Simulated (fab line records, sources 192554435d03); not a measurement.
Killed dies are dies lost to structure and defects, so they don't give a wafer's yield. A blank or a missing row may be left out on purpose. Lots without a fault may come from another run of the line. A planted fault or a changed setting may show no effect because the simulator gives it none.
Chamber matching | flow n5_finfet | N5_MIM_BOT_ETCH_STRIP_01 on rie_diel-01: 4 sister chambers
The step strips in O2. 22 wafers are shown with their chamber, then 11 later ones without.

WAFERS WITH THEIR CHAMBER
wafer  | chamber | showerhead_plenum_p_Torr (Torr) | drypump_motor_current_A (A) | throttle_valve_pct (%)
L074.2 | 1       | 2.18                            | 5.8                         | 16.53
L074.3 | 0       | 2.17                            | 6.2                         | 16.57
L074.5 | 0       | 2.16                            | 6.2                         | 16.56
L078.1 | 1       | 2.18                            | 5.8                         | 16.54
L078.3 | 0       | 2.16                            | 6.2                         | 16.58
L078.6 | 3       | 2.01                            | 5.1                         | 17.01
L076.1 | 0       | 2.16                            | 6.2                         | 16.57
L076.4 | 3       | 2.01                            | 5.0                         | 16.95
L076.5 | 0       | 2.16                            | 6.2                         | 16.55
L077.1 | 3       | 2.01                            | 5.1                         | 16.97
L077.4 | 1       | 2.18                            | 5.8                         | 16.50
L077.5 | 3       | 2.01                            | 5.0                         | 16.98
L079.1 | 1       | 2.18                            | 5.8                         | 16.57
L079.4 | 0       | 2.16                            | 6.2                         | 16.59
L079.6 | 1       | 2.18                            | 5.8                         | 16.53
L080.1 | 1       | 2.18                            | 5.9                         | 16.56
L080.3 | 3       | 2.01                            | 5.1                         | 17.01
L080.6 | 2       | 2.05                            | 5.2                         | 16.40
L088.1 | 3       | 2.01                            | 5.0                         | 17.02
L088.2 | 0       | 2.15                            | 6.2                         | 16.55
L088.6 | 2       | 2.05                            | 5.1                         | 16.43
L087.1 | 0       | 2.15                            | 6.2                         | 16.63

SIGNATURES (means of the wafers above)
reading                  | chamber 0 | chamber 1 | chamber 2 | chamber 3 | scatter within a chamber
showerhead_plenum_p_Torr | 2.1587    | 2.1800    | 2.0500    | 2.0100    | 0.004
drypump_motor_current_A  | 6.200     | 5.817     | 5.150     | 5.050     | 0.0397
throttle_valve_pct       | 16.5750   | 16.5383   | 16.4150   | 16.9900   | 0.026
Rule: a wafer's distance from a chamber is the root of the sum, over the readings, of the square of ((its reading less the chamber's mean) divided by the reading's scatter). The wafer belongs to the nearest chamber; if the next one is less than 2 further off, it can't be placed. The scatter: the root of (the sum of the squares of (reading less its chamber's mean) over the shown wafers, divided by (wafers less chambers)).

WAFERS WITHOUT THEIR CHAMBER
wafer  | showerhead_plenum_p_Torr (Torr) | drypump_motor_current_A (A) | throttle_valve_pct (%)
L087.2 | 2.17                            | 5.9                         | 16.52
L087.4 | 2.01                            | 5.0                         | 16.99
L086.2 | 2.00                            | 5.1                         | 16.98
L086.4 | 2.17                            | 5.8                         | 16.54
L086.6 | 2.15                            | 6.2                         | 16.63
L094.4 | 2.16                            | 5.8                         | 16.64
L094.5 | 2.14                            | 6.3                         | 16.68
L094.6 | 2.16                            | 5.8                         | 16.62
L097.1 | 2.16                            | 5.8                         | 16.66
L097.4 | 2.00                            | 5.1                         | 17.03
L097.6 | 2.00                            | 5.0                         | 17.04

WHICH CHAMBER EACH WENT THROUGH
wafer  | from the rows above | in truth
L087.2 | 1                   | 1
L087.4 | 3                   | 3
L086.2 | 3                   | 3
L086.4 | 1                   | 1
L086.6 | 0                   | 0
L094.4 | 1                   | 1
L094.5 | 0                   | 0
L094.6 | 1                   | 1
L097.1 | 1                   | 1
L097.4 | 3                   | 3
L097.6 | 3                   | 3
Placed correctly: 11 of 11. Can't be placed from these rows: 0. Placed wrongly: 0.
